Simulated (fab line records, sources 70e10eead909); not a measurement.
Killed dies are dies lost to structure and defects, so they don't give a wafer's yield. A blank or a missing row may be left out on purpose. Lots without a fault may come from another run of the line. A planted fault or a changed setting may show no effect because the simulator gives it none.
fab line records | flow nand_harc
record lots=12 wafers=36 last_day=33
route steps=1302 shown A_CONTACT@1027 END@1302
lots that met no fault: from a run of the same line without faults
start_h: hours from the record's first day to the start of the lot's first wafer shown | wait_h: hours since the lot's step before | " the same as in the row above | L1.1+2: a row that stands for several wafers | - no value, or no start given | * or withheld: withheld | < > ~ a bound
route shown NAME@n: a module of which the file shows steps, and the number in the route of the first | usual: mean/standard deviation of fault-free wafers | same: alike in all rows | chamber/n: place in a boat | sites: the reading at each site | _std_site: their standard deviation | _edge_site: outer sites' mean less inner sites' | radius_mm: how far each site lies from the wafer's centre | mask NAME#n: copy n | behind: the tool/chamber that last shaped the wafer | hold: why the lot was held/for how many hours/how that ended | device: the transistor (n, p or np) that didn't switch | end of line: the same wafers' tests at the end of the route | a step without rows: its recipe alone | killed: dies lost to structure and defects at the first sort, not the wafer's yield | map: a wafer's dies, x killed, . not, _ none there
set.NAME: the setting as run; set.NAME@STEP: as run at that earlier step | model.NAME: the simulator's own value behind a step, which no gauge read
steps of the route over a sample of lots; a table a step, a row a wafer
services: from which hour (start_h, from the record's first day; less than 0 if before it) a tool's chamber was out of use, for how many hours, and why
## steps
# step NHARC_A_CONTACT_DEP_57
# recipe target_thk_a=53000 temp_c=400 material=aC
# usual throttle_valve_pct=35.001/0.0092
# columns lot.wafer tool chamber start_h wait_h throttle_valve_pct
L561.3 acl_dep-03 0 509.17 - 35.012
L561.4 " 0 " " 34.991
L561.5 " 0 " " 34.999
L563.1 acl_dep-02 0 515.72 - 35.003
L563.2 " 0 " " 35.008
L563.4 " 0 517.35 - 34.989
L566.1 acl_dep-03 0 541.50 - 35.000
L566.4 " 0 543.12 - 35.009
L566.5 " 0 " " 35.000
L565.1 acl_dep-02 0 546.98 - 34.985
L565.3 " 0 548.05 - 35.008
L565.5 " 0 549.11 - 35.005
L568.1 acl_dep-03 0 581.40 - 35.003
L568.4 " 0 582.99 - 35.008
L568.6 " 0 584.05 - 35.006
L571.1 acl_dep-02 0 602.55 - 35.000
L571.3 " 0 603.64 - 35.000
L571.5 " 0 604.73 - 35.011
L574.2 acl_dep-03 0 631.38 - 35.006
L574.5 " 0 633.00 - 34.993
L574.6 " 0 " " 35.006
L577.2 acl_dep-02 0 656.09 - 35.004
L577.3 " 0 " " 35.013
L577.5 " 0 657.72 - 35.000
L580.1 acl_dep-03 0 688.91 - 34.994
L580.3 " 0 690.00 - 34.996
L580.4 " 0 " " 35.013
L578.4 acl_dep-03 0 693.77 - 34.998
L578.5 " 0 " " 34.999
L578.6 " 0 " " 34.998
L582.2 acl_dep-02 0 701.25 - 35.003
L582.5 " 0 702.84 - 34.992
L582.6 " 0 " " 35.000
L583.1 acl_dep-01 0 721.35 - 34.983
L583.2 " 0 " " 35.009
L583.5 " 0 723.48 - 35.012
# step NHARC_A_CONTACT_ETCH_77
# recipe target_depth_a=1089 time_s=54.5 cf4_flow_sccm=100 chf3_flow_sccm=30 ar_flow_sccm=0 rf_w=500 bias_w=200 chemistry=CF4/CHF3
# usual drypump_motor_current_A=5.7/0.54 oes_product_au=0.938/0.021 rf_vpp_V=370.8/2.1 showerhead_plenum_p_Torr=1.58/0.056 throttle_valve_pct=16.802/0.0091
# columns lot.wafer tool chamber start_h wait_h drypump_motor_current_A oes_product_au rf_hours_counter_h rf_vpp_V showerhead_plenum_p_Torr throttle_valve_pct
L561.4 rie_diel-09 0 - - 6.4 0.968 1 372.2 1.63 16.825
L561.3 " 2 " " 5.1 0.958 0 370.7 1.55 16.786
L561.5 " 0 " " 6.4 0.965 - 372.6 1.63 16.776
L563.1 rie_diel-09 2 - - 5.1 0.957 2 369.7 1.55 16.820
L563.2 " 3 " " 5.4 0.969 2 370.6 1.62 16.801
L563.4 " 1 " " 6.5 0.963 3 370.0 1.54 16.810
L566.4 rie_diel-09 2 - - 5.1 0.931 6 368.7 1.54 16.806
L566.1 " 3 " " 5.5 0.931 6 371.1 1.62 16.813
L566.5 " 2 " " 5.1 0.926 - 369.7 1.55 16.801
L565.1 rie_diel-04 0 - - 5.8 0.928 5 370.9 1.56 16.805
L565.3 " 3 " " 5.3 0.972 1 371.2 1.61 16.805
L565.5 " 1 " " 4.8 0.958 - 368.2 1.49 16.791
L568.1 rie_diel-09 2 - - 5.1 0.926 13 369.7 1.54 16.801
L568.6 " 3 " " 5.4 0.922 - 373.8 1.62 16.802
L568.4 " 2 " " 5.1 0.915 - 369.4 1.54 16.806
L571.1 rie_diel-09 0 - - 6.4 0.924 16 372.8 1.62 16.803
L571.3 " 1 " " 6.6 0.929 16 370.7 1.53 16.786
L571.5 " 1 " " 6.6 0.916 - 370.3 1.53 16.801
L574.2 rie_diel-08 0 - - 5.3 0.931 25 372.4 1.65 16.796
L574.6 " 3 " " 5.7 0.927 - 367.6 1.52 16.796
L574.5 " 0 " " 5.3 0.922 - 372.7 1.65 16.810
L577.3 rie_diel-09 1 - - 6.6 0.931 22 368.7 1.53 16.787
L577.2 " 0 " " 6.4 0.916 21 371.7 1.62 16.817
L577.5 " 2 " " 5.1 0.921 - 368.3 1.54 16.790
L580.1 rie_diel-09 1 - - 6.6 0.965 1 369.0 1.53 16.812
L580.4 " 3 " " 5.4 0.960 1 372.7 1.62 16.804
L580.3 " 0 " " 6.4 0.967 1 372.3 1.62 16.791
L578.4 rie_diel-09 3 - - 5.4 0.973 2 372.5 1.62 16.807
L578.6 " 2 " " 5.1 0.965 - 369.6 1.54 16.798
L578.5 " 3 " " 5.4 0.976 - 371.6 1.62 16.799
L582.2 rie_diel-09 1 - - 6.5 0.950 4 369.3 1.53 16.812
L582.5 " 1 " " 6.5 0.960 - 369.9 1.53 16.806
L582.6 " 2 " " 5.1 0.958 - 368.9 1.54 16.820
L583.1 rie_diel-09 1 - - 6.5 0.916 7 370.0 1.53 16.799
L583.2 " 3 " " 5.4 0.931 9 374.3 1.62 16.807
L583.5 " 1 " " 6.5 0.921 - 369.5 1.53 16.811
# step NHARC_A_CONTACT_ETCH_124
# recipe source_w=withheld pressure_mtorr=20 bias_v=withheld time_s=140 target_depth_a=7000 ar_flow_sccm=withheld c4f8_flow_sccm=withheld o2_flow_sccm=withheld chemistry=C4F8/O2/Ar
# columns lot.wafer tool chamber start_h wait_h rf_hours_counter_h
L561.3 har_cap_etch-02 1 513.85 - -
L561.4 " 0 " " -
L561.5 " 1 " " -
L563.2 har_cap_etch-03 1 521.50 - 45
L563.1 " 0 " " 45
L563.4 " 0 " " -
L566.1 har_cap_etch-01 1 547.25 - 5
L566.4 " 0 " " -
L566.5 " 1 " " -
L565.1 har_cap_etch-02 0 552.76 - 97
L565.3 " 0 " " -
L565.5 " 1 " " -
L568.1 har_cap_etch-01 1 587.38 - 11
L568.4 " 0 " " -
L568.6 " 1 " " -
L571.1 har_cap_etch-01 1 608.28 - 16
L571.3 " 1 " " -
L571.5 " 1 " " -
L574.2 har_cap_etch-02 1 636.56 - 112
L574.6 " 1 " " -
L574.5 " 0 " " -
L577.2 har_cap_etch-03 0 661.33 - 68
L577.3 " 0 " " -
L577.5 " 1 " " -
L580.1 har_cap_etch-03 0 694.55 - 73
L580.4 " 1 " " -
L580.3 " 0 " " -
L578.4 har_cap_etch-03 1 697.92 - -
L578.6 " 0 " " -
L578.5 " 1 " " -
L582.2 har_cap_etch-02 0 706.37 - 126
L582.6 " 0 " " -
L582.5 " 1 " " -
L583.2 har_cap_etch-02 1 727.15 - 130
L583.1 " 0 " " 130
L583.5 " 0 " " -
# step NHARC_A_CONTACT_ETCH_97
# recipe target_depth_a=200 over_etch_frac=0.5 time_s=10 ion_energy_ev=250 c4f6_flow_sccm=25 o2_flow_sccm=20 ar_flow_sccm=500 rf_w=600 bias_w=500 chemistry=C4F6/O2
# usual drypump_motor_current_A=5.8/0.52 o2_flow_sccm=20.00/0.056 oes_product_au=0.954/0.02 rf_vpp_V=547/3 showerhead_plenum_p_Torr=3.93/0.14 throttle_valve_pct=26.904/0.0088
# columns lot.wafer tool chamber start_h wait_h drypump_motor_current_A o2_flow_sccm oes_product_au rf_hours_counter_h rf_vpp_V showerhead_plenum_p_Torr throttle_valve_pct
L561.3 rie_diel-08 0 516.38 - 5.3 20.02 0.964 44 551 4.12 26.910
L561.4 " 1 " " 6.0 19.93 0.939 42 553 4.20 26.883
L561.5 " 3 " " 5.7 20.01 0.971 - 545 3.82 26.899
L563.1 rie_diel-09 2 524.72 - 5.1 19.96 0.953 3 546 3.86 26.902
L563.2 " 3 " " 5.4 19.99 0.938 3 550 4.05 26.895
L563.4 " 0 " " 6.4 20.04 0.940 4 549 4.05 26.902
L566.4 rie_diel-09 2 549.75 - 5.1 19.98 0.946 7 547 3.85 26.905
L566.1 " 0 " " 6.4 20.02 0.932 9 551 4.05 26.917
L566.5 " 2 " " 5.1 19.99 0.934 - 545 3.85 26.895
L565.3 rie_diel-04 3 555.27 - 5.2 20.02 0.937 2 548 4.01 26.906
L565.1 " 1 " " 4.8 19.97 0.957 4 545 3.73 26.907
L565.5 " 3 " " 5.3 20.02 0.935 - 549 4.01 26.925
L568.1 rie_diel-08 1 590.79 0.1 6.0 20.00 1.006 13 552 4.18 26.912
L568.4 " 2 " " 5.4 19.98 0.999 - 541 3.74 26.911
L568.6 " 3 " " 5.7 20.02 0.998 - 546 3.80 26.897
L571.3 rie_diel-09 3 610.83 - 5.5 20.01 0.754 19 549 4.04 26.877
L571.1 " 1 " " 6.5 20.06 0.944 17 545 3.82 26.903
L571.5 " 3 " " 5.5 19.96 0.749 - 550 4.04 26.901
L574.2 rie_diel-09 2 639.12 - 5.1 19.93 0.940 23 545 3.85 26.909
L574.6 " 3 " " 5.5 20.04 0.762 - 549 4.03 26.903
L574.5 " 0 " " 6.4 20.03 0.940 - 549 4.04 26.890
L577.3 rie_diel-08 2 664.52 - 5.5 20.05 0.998 36 542 3.72 26.909
L577.2 " 0 " " 5.3 20.09 0.996 31 549 4.10 26.904
L577.5 " 2 " " 5.5 20.00 0.997 - 544 3.72 26.903
L580.1 rie_diel-08 1 697.11 - 6.0 20.09 0.957 48 552 4.16 26.912
L580.3 " 3 " " 5.7 19.99 0.956 46 543 3.78 26.895
L580.4 " 0 " " 5.3 19.99 0.953 41 551 4.09 26.910
L578.4 rie_diel-09 0 700.36 - 6.4 20.04 0.931 4 550 4.04 26.906
L578.6 " 0 " " 6.4 20.10 0.940 - 550 4.04 26.903
L578.5 " 1 " " 6.6 19.83 0.931 - 545 3.82 26.898
L582.2 rie_diel-09 1 708.90 - 6.6 20.01 0.927 5 543 3.82 26.907
L582.6 " 1 " " 6.6 19.94 0.924 - 546 3.82 26.903
L582.5 " 2 " " 5.1 20.02 0.935 - 545 3.84 26.900
L583.1 rie_diel-09 3 729.69 - 5.4 19.91 0.960 10 549 4.02 26.906
L583.2 " 0 " " 6.4 20.01 0.928 10 549 4.03 26.897
L583.5 " 1 " " 6.6 19.99 0.934 - 544 3.82 26.907
# step NHARC_END_SORT_01
# recipe temp_c=25
# usual killed_at_array=60/21 killed_at_other=1.0/1.2 killed_at_periphery=4.2/2.8 killed_dies=65/20 killed_open=3.1/1.8 killed_short=2.6/1.6
# same gross_dies=677
# columns lot.wafer tool chamber start_h wait_h hold killed_at_array killed_at_other killed_at_periphery killed_dies killed_open killed_short
L561.3 prober-01 0 571.84 3.1 - 85 1 5 91 3 4
L561.4 prober-01 0 572.63 3.3 - 79 0 3 82 2 2
L561.5 prober-01 0 573.41 3.6 - 71 1 1 73 2 2
L563.1 prober-01 0 580.79 2.5 - 76 1 0 77 4 1
L563.2 prober-01 0 581.62 2.8 - 98 2 1 101 5 1
L563.4 prober-01 0 583.26 3.5 - 94 1 2 97 2 5
L566.1 prober-01 0 609.98 2.5 - 38 4 3 45 5 1
L566.4 prober-01 0 612.40 3.4 - 48 3 0 51 3 2
L566.5 prober-01 0 613.21 3.7 - 48 1 4 53 3 4
L565.1 prober-02 0 610.00 2.5 - 57 2 1 60 3 0
L565.3 prober-02 0 611.60 3.1 - 62 0 5 67 5 4
L565.5 prober-02 0 613.21 3.7 - 57 0 1 58 4 5
L568.1 prober-01 0 656.42 2.5 - 69 6 2 77 6 2
L568.4 prober-01 0 658.78 3.4 - 85 0 1 86 5 1
L568.6 prober-01 0 660.36 3.9 - 83 1 2 86 3 3
L571.1 prober-02 0 662.71 2.5 await_dispo/5.3h/release 38 1 7 46 3 5
L571.3 prober-02 0 664.29 3.1 await_dispo/5.3h/release 324 4 9 337 5 0
L571.5 prober-02 0 665.87 3.7 await_dispo/5.3h/release 353 1 11 365 3 5
L574.2 prober-02 0 694.23 2.8 await_dispo/1.8h/release 43 1 6 50 4 2
L574.5 prober-02 0 696.64 3.7 await_dispo/1.8h/release 43 1 7 51 5 4
L574.6 prober-02 0 697.44 4.0 await_dispo/1.8h/release 330 0 7 337 3 3
L577.2 prober-01 0 723.30 2.8 - 61 5 2 68 1 1
L577.3 prober-01 0 724.09 3.1 - 89 3 0 92 2 1
L577.5 prober-01 0 725.69 3.7 - 66 4 3 73 1 5
L580.1 prober-01 0 763.23 2.5 - 65 0 5 70 3 0
L580.3 prober-01 0 764.83 3.1 - 71 0 6 77 3 0
L580.4 prober-01 0 765.63 3.4 - 88 0 4 92 3 2
L578.4 prober-02 0 767.34 3.4 - 51 3 4 58 2 2
L578.5 prober-02 0 768.14 3.7 - 43 1 1 45 3 3
L578.6 prober-02 0 768.93 4.0 - 35 0 2 37 3 1
L582.2 prober-02 0 773.51 2.8 - 66 1 2 69 2 5
L582.5 prober-02 0 775.93 3.7 - 47 1 1 49 3 2
L582.6 prober-02 0 776.73 4.0 - 68 1 6 75 5 4
L583.1 prober-01 0 786.64 2.5 - 38 0 2 40 1 3
L583.2 prober-01 0 787.44 2.8 - 54 0 2 56 1 1
L583.5 prober-01 0 789.82 3.7 - 46 1 6 53 2 1
# killed by level:class
L561.3 A_CHANNEL_HOLE_D1:chamber_film_flake=39 A_SLIT:chamber_film_flake=27 A_STAIRCASE:chamber_film_flake=5 A_CHANNEL_HOLE_D2:chamber_film_flake=4 A_ONON_D2:geometric_particle:short=2 P_GATE:chamber_film_flake=2 P_BONDPAD:chamber_film_flake=2 A_WL_FILL:chamber_film_flake=2
L561.4 A_CHANNEL_HOLE_D1:chamber_film_flake=35 A_SLIT:chamber_film_flake=19 A_CHANNEL_HOLE_D2:chamber_film_flake=12 A_CONTACT:chamber_film_flake=8 P_GATE:chamber_film_flake=2 P_M1:geometric_particle:short=1 A_SOURCE_PLATE:geometric_particle:short=1 A_ONON_D2:geometric_particle:open=1
L561.5 A_CHANNEL_HOLE_D1:chamber_film_flake=31 A_SLIT:chamber_film_flake=13 A_CHANNEL_HOLE_D2:chamber_film_flake=10 A_ZERO_WELL:chamber_film_flake=5 A_CONTACT:chamber_film_flake=5 A_STAIRCASE:chamber_film_flake=3 A_CHANNEL_FILL_D1:geometric_particle:short=1 A_ONON_D2:geometric_particle:open=1
L563.1 A_CHANNEL_HOLE_D1:chamber_film_flake=23 A_CHANNEL_HOLE_D2:chamber_film_flake=20 A_SLIT:chamber_film_flake=14 A_SGD_CUT:chamber_film_flake=5 A_CONTACT:chamber_film_flake=3 A_CHANNEL_FILL_D1:geometric_particle:open=2 A_ZERO_WELL:chamber_film_flake=2 A_BLC:chamber_film_flake=2
L563.2 A_SLIT:chamber_film_flake=30 A_CHANNEL_HOLE_D1:chamber_film_flake=27 A_CHANNEL_HOLE_D2:chamber_film_flake=25 A_SGD_CUT:chamber_film_flake=7 A_BLC:geometric_particle:open=4 A_BLC:chamber_film_flake=2 THIN_TSV:chamber_film_flake=2 A_ONON_D2:geometric_particle:open=1
L563.4 A_SLIT:chamber_film_flake=33 A_CHANNEL_HOLE_D2:chamber_film_flake=24 A_CHANNEL_HOLE_D1:chamber_film_flake=22 A_SGD_CUT:chamber_film_flake=7 P_CONTACT:geometric_particle:short=1 A_CHANNEL_HOLE_D1:geometric_particle:short=1 A_DECK1_JOINT:geometric_particle:open=1 A_CHANNEL_FILL_D2:geometric_particle:short=1
L566.1 A_SLIT:chamber_film_flake=18 A_CHANNEL_HOLE_D2:chamber_film_flake=10 THIN_TSV:chamber_film_flake=4 P_CONTACT:geometric_particle:open=2 A_STAIRCASE:chamber_film_flake=2 A_M1:chamber_film_flake=2 P_GATE:geometric_particle:open=1 A_DECK1_JOINT:geometric_particle:open=1
L565.1 A_CHANNEL_HOLE_D1:chamber_film_flake=36 A_CHANNEL_HOLE_D2:chamber_film_flake=12 A_CHANNEL_FILL_D1:chamber_film_flake=2 THIN_TSV:chamber_film_flake=2 P_CONTACT:geometric_particle:open=1 A_WL_FILL:geometric_particle:open=1 A_BLC:geometric_particle:open=1 A_ZERO_WELL:chamber_film_flake=1
L565.3 A_CHANNEL_HOLE_D1:chamber_film_flake=32 A_CHANNEL_HOLE_D2:chamber_film_flake=12 A_CONTACT:chamber_film_flake=7 A_CHANNEL_FILL_D1:geometric_particle:open=2 A_WL_FILL:geometric_particle:short=2 A_CHANNEL_FILL_D2:chamber_film_flake=2 A_STAIRCASE:chamber_film_flake=2 P_CONTACT:geometric_particle:short=1
L566.4 A_SLIT:chamber_film_flake=26 A_CHANNEL_HOLE_D2:chamber_film_flake=7 A_CONTACT:chamber_film_flake=4 THIN_TSV:chamber_film_flake=3 A_CHANNEL_FILL_D1:chamber_film_flake=2 A_STAIRCASE:chamber_film_flake=2 A_DECK1_JOINT:geometric_particle:short=1 A_CHANNEL_FILL_D2:geometric_particle:short=1
L566.5 A_SLIT:chamber_film_flake=22 A_CHANNEL_HOLE_D2:chamber_film_flake=6 A_STAIRCASE:chamber_film_flake=6 A_CONTACT:chamber_film_flake=3 P_ZERO_WELL:chamber_film_flake=2 A_CHANNEL_FILL_D1:chamber_film_flake=2 A_M1:chamber_film_flake=2 P_M0:geometric_particle:short=1
L565.5 A_CHANNEL_HOLE_D1:chamber_film_flake=25 A_CHANNEL_HOLE_D2:chamber_film_flake=15 A_CONTACT:chamber_film_flake=5 A_ONON_D1:geometric_particle:short=2 A_CHANNEL_FILL_D1:chamber_film_flake=2 P_M1:geometric_particle:open=1 A_SOURCE_PLATE:geometric_particle:short=1 A_SOURCE_PLATE:geometric_particle:open=1
L568.1 A_CHANNEL_HOLE_D1:chamber_film_flake=32 A_SLIT:chamber_film_flake=13 A_CHANNEL_HOLE_D2:chamber_film_flake=7 THIN_TSV:chamber_film_flake=6 A_STAIRCASE:chamber_film_flake=2 A_WL_FILL:chamber_film_flake=2 A_CONTACT:chamber_film_flake=2 A_BONDPAD:chamber_film_flake=2
L568.4 A_CHANNEL_HOLE_D1:chamber_film_flake=34 A_SLIT:chamber_film_flake=33 A_CHANNEL_HOLE_D2:chamber_film_flake=9 A_WL_FILL:geometric_particle:open=2 A_ONON_D1:geometric_particle:open=1 A_CHANNEL_FILL_D1:geometric_particle:open=1 A_DECK1_JOINT:geometric_particle:short=1 A_SGD_CUT:geometric_particle:open=1
L568.6 A_SLIT:chamber_film_flake=32 A_CHANNEL_HOLE_D1:chamber_film_flake=31 A_CHANNEL_HOLE_D2:chamber_film_flake=8 A_DECK1_JOINT:chamber_film_flake=2 A_STAIRCASE:chamber_film_flake=2 P_CONTACT:geometric_particle:open=1 A_ONON_D1:geometric_particle:open=1 A_CHANNEL_FILL_D1:geometric_particle:short=1
L571.1 A_SLIT:chamber_film_flake=12 A_CHANNEL_HOLE_D1:chamber_film_flake=10 A_STAIRCASE:chamber_film_flake=5 A_DECK1_JOINT:geometric_particle:short=2 A_WL_FILL:geometric_particle:short=2 P_BONDPAD:chamber_film_flake=2 A_CONTACT:chamber_film_flake=2 P_ZERO_WELL:geometric_particle:short=1
L571.3 A_CONTACT:area_etch=289 A_SLIT:chamber_film_flake=16 A_CHANNEL_HOLE_D1:chamber_film_flake=6 A_STAIRCASE:chamber_film_flake=5 P_BONDPAD:chamber_film_flake=3 THIN_TSV:chamber_film_flake=3 P_CONTACT:geometric_particle:open=2 P_ZERO_WELL:chamber_film_flake=2
L571.5 A_CONTACT:area_etch=312 A_SLIT:chamber_film_flake=17 A_CHANNEL_HOLE_D1:chamber_film_flake=8 A_STAIRCASE:chamber_film_flake=4 A_CONTACT:chamber_film_flake=4 P_CONTACT:geometric_particle:short=3 P_GATE:chamber_film_flake=2 A_ZERO_WELL:chamber_film_flake=2
L574.2 A_CHANNEL_HOLE_D1:chamber_film_flake=31 A_CONTACT:chamber_film_flake=5 P_STI:chamber_film_flake=4 A_STAIRCASE:chamber_film_flake=2 P_STI:geometric_particle:short=1 P_M0:geometric_particle:open=1 A_DECK1_JOINT:geometric_particle:open=1 A_CONTACT:geometric_particle:open=1
L574.5 A_CHANNEL_HOLE_D1:chamber_film_flake=27 A_CONTACT:chamber_film_flake=5 P_STI:chamber_film_flake=3 A_STAIRCASE:chamber_film_flake=3 P_CONTACT:chamber_film_flake=2 P_M0:geometric_particle:open=1 P_M2:geometric_particle:short=1 A_ONON_D1:geometric_particle:short=1
L574.6 A_CONTACT:area_etch=280 A_CHANNEL_HOLE_D1:chamber_film_flake=32 A_CONTACT:chamber_film_flake=8 A_SGD_CUT:geometric_particle:open=2 P_STI:chamber_film_flake=2 P_GATE:chamber_film_flake=2 A_STAIRCASE:chamber_film_flake=2 A_SLIT:chamber_film_flake=2
L577.2 A_CHANNEL_HOLE_D1:chamber_film_flake=33 A_SLIT:chamber_film_flake=14 A_STAIRCASE:chamber_film_flake=5 THIN_TSV:chamber_film_flake=5 P_GATE:chamber_film_flake=2 A_WL_FILL:chamber_film_flake=2 A_ONON_D1:geometric_particle:short=1 A_CHANNEL_FILL_D1:geometric_particle:open=1
L577.3 A_SLIT:chamber_film_flake=41 A_CHANNEL_HOLE_D1:chamber_film_flake=30 A_STAIRCASE:chamber_film_flake=7 THIN_TSV:chamber_film_flake=3 A_ZERO_WELL:chamber_film_flake=2 A_SGD_CUT:chamber_film_flake=2 A_ONON_D1:geometric_particle:short=1 A_DECK1_JOINT:geometric_particle:open=1
L577.5 A_CHANNEL_HOLE_D1:chamber_film_flake=32 A_SLIT:chamber_film_flake=20 A_STAIRCASE:chamber_film_flake=6 THIN_TSV:chamber_film_flake=4 A_CHANNEL_FILL_D1:chamber_film_flake=2 P_GATE:geometric_particle:short=1 P_CONTACT:geometric_particle:open=1 A_DECK1_JOINT:geometric_particle:short=1
L580.1 A_CHANNEL_HOLE_D1:chamber_film_flake=32 A_SLIT:chamber_film_flake=17 A_CONTACT:chamber_film_flake=5 P_GATE:chamber_film_flake=3 A_CHANNEL_HOLE_D2:chamber_film_flake=3 A_STAIRCASE:chamber_film_flake=2 A_CHANNEL_FILL_D1:geometric_particle:open=1 A_WL_FILL:geometric_particle:open=1
L580.3 A_CHANNEL_HOLE_D1:chamber_film_flake=41 A_SLIT:chamber_film_flake=17 P_GATE:chamber_film_flake=5 A_STAIRCASE:chamber_film_flake=4 A_WL_FILL:chamber_film_flake=4 P_CONTACT:geometric_particle:open=1 A_CHANNEL_FILL_D2:geometric_particle:open=1 A_BLC:geometric_particle:open=1
L580.4 A_CHANNEL_HOLE_D1:chamber_film_flake=37 A_SLIT:chamber_film_flake=34 A_CONTACT:chamber_film_flake=6 A_STAIRCASE:chamber_film_flake=3 P_GATE:chamber_film_flake=2 P_GATE:geometric_particle:open=1 A_CHANNEL_FILL_D1:geometric_particle:short=1 A_CHANNEL_FILL_D1:geometric_particle:open=1
L578.4 A_CHANNEL_HOLE_D2:chamber_film_flake=24 A_CHANNEL_HOLE_D1:chamber_film_flake=10 A_BLC:chamber_film_flake=5 A_CONTACT:chamber_film_flake=3 A_SLIT:chamber_film_flake=3 THIN_TSV:chamber_film_flake=3 A_STAIRCASE:chamber_film_flake=2 P_CONTACT:geometric_particle:short=1
L578.5 A_CHANNEL_HOLE_D2:chamber_film_flake=19 A_SLIT:chamber_film_flake=7 A_CONTACT:chamber_film_flake=4 A_WL_FILL:geometric_particle:short=2 A_CHANNEL_FILL_D1:chamber_film_flake=2 A_WL_FILL:chamber_film_flake=2 A_BLC:chamber_film_flake=2 P_M0:geometric_particle:short=1
L578.6 A_CHANNEL_HOLE_D2:chamber_film_flake=15 A_CHANNEL_HOLE_D1:chamber_film_flake=9 A_SLIT:chamber_film_flake=2 A_CONTACT:chamber_film_flake=2 P_STI:geometric_particle:open=1 A_SOURCE_PLATE:geometric_particle:short=1 A_ONON_D1:geometric_particle:open=1 A_DECK1_JOINT:geometric_particle:open=1
L582.2 A_CHANNEL_HOLE_D2:chamber_film_flake=34 A_SLIT:chamber_film_flake=15 A_CONTACT:chamber_film_flake=8 A_CHANNEL_HOLE_D1:chamber_film_flake=2 P_M0:geometric_particle:short=1 A_ONON_D1:geometric_particle:short=1 A_ONON_D2:geometric_particle:short=1 A_STAIRCASE:geometric_particle:short=1
L582.5 A_CHANNEL_HOLE_D1:chamber_film_flake=12 A_SLIT:chamber_film_flake=12 A_CONTACT:chamber_film_flake=8 A_CHANNEL_HOLE_D2:chamber_film_flake=8 A_ONON_D1:geometric_particle:open=2 A_CHANNEL_FILL_D2:geometric_particle:short=1 A_CONTACT:geometric_particle:short=1 A_M1:geometric_particle:open=1
L582.6 A_CHANNEL_HOLE_D2:chamber_film_flake=30 A_SLIT:chamber_film_flake=16 A_CHANNEL_HOLE_D1:chamber_film_flake=8 A_CONTACT:chamber_film_flake=7 A_DECK1_JOINT:geometric_particle:short=3 P_GATE:chamber_film_flake=3 P_GATE:geometric_particle:open=2 P_M0:geometric_particle:open=1
L583.1 A_SLIT:chamber_film_flake=18 A_CONTACT:chamber_film_flake=10 A_CHANNEL_FILL_D2:geometric_particle:short=2 P_M1:chamber_film_flake=2 A_CHANNEL_HOLE_D1:chamber_film_flake=2 A_WL_FILL:chamber_film_flake=2 A_CHANNEL_FILL_D1:geometric_particle:short=1 A_SGD_CUT:geometric_particle:open=1
L583.2 A_SLIT:chamber_film_flake=38 A_CONTACT:chamber_film_flake=8 A_CHANNEL_HOLE_D2:chamber_film_flake=2 A_DECK1_JOINT:geometric_particle:short=1 A_M0:geometric_particle:open=1 P_ZERO_WELL:chamber_film_flake=1 P_M1:chamber_film_flake=1 A_CHANNEL_HOLE_D1:chamber_film_flake=1
L583.5 A_SLIT:chamber_film_flake=35 A_CONTACT:chamber_film_flake=8 P_M1:chamber_film_flake=3 P_M0:geometric_particle:open=2 A_SOURCE_PLATE:geometric_particle:short=1 P_ZERO_WELL:chamber_film_flake=1 A_CHANNEL_HOLE_D2:chamber_film_flake=1 A_STAIRCASE:chamber_film_flake=1
## services
# columns tool chamber start_h hours kind
har_cap_etch-01 - 497.00 17.0 pm
rie_diel-09 2 497.25 9.1 repair
rie_diel-09 - 497.34 9.0 pm
rie_diel-04 - 533.20 9.0 pm
rie_diel-08 - 544.93 9.0 pm
acl_dep-01 - 552.54 13.0 pm
rie_diel-04 2 556.72 1.8 repair
rie_diel-09 0 581.81 9.6 repair
acl_dep-02 - 583.27 8.0 repair
rie_diel-09 1 587.72 7.1 repair
rie_diel-08 0 589.91 4.2 repair
acl_dep-02 - 615.65 13.0 pm
har_cap_etch-03 - 615.84 2.5 repair
rie_diel-08 0 648.43 6.6 repair
acl_dep-03 - 662.86 13.0 pm
har_cap_etch-03 - 672.17 0.1 repair
har_cap_etch-02 - 672.76 0.7 repair
rie_diel-09 - 674.34 9.0 pm
rie_diel-04 - 682.47 1.1 repair
rie_diel-04 3 695.41 1.6 repair
har_cap_etch-01 - 698.50 0.9 repair
rie_diel-04 - 710.20 9.0 pm
rie_diel-08 0 721.57 8.7 repair
rie_diel-08 - 721.93 9.0 pm
## key
first_sign step=NHARC_A_CONTACT_ETCH_97 reading=oes_product_au direction=down sigmas=10 usual=0.954 struck=0.755
effect step=NHARC_END_SORT_01 reading=killed_dies direction=up sigmas=14 usual=65 struck=346
more_kills_born_at NHARC_A_CONTACT_ETCH_97@rie_diel-09=881
met_at NHARC_A_CONTACT_ETCH_97
struck_lots L571,L574
struck_wafers L571.3,L571.5,L574.6
tester_left_out L571,L574
not_acting_at NHARC_A_CONTACT_DEP_57,NHARC_A_CONTACT_ETCH_77,NHARC_A_CONTACT_ETCH_124
onset_between 524.72 610.83
fault kind=process_parameter_drift tool=rie_diel-09 chamber=3 onset_h=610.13 steps=NHARC_A_CONTACT_ETCH_97 channel=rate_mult offset=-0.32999 shape=step end_h=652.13
# tester_left_out: of these lots the tester's yield and bins aren't shown, on N5 and GAA mostly nor the transistor test; their killed dies are dies lost to structure and defects alone, not to doping, threshold or leakage, so they don't give the yield
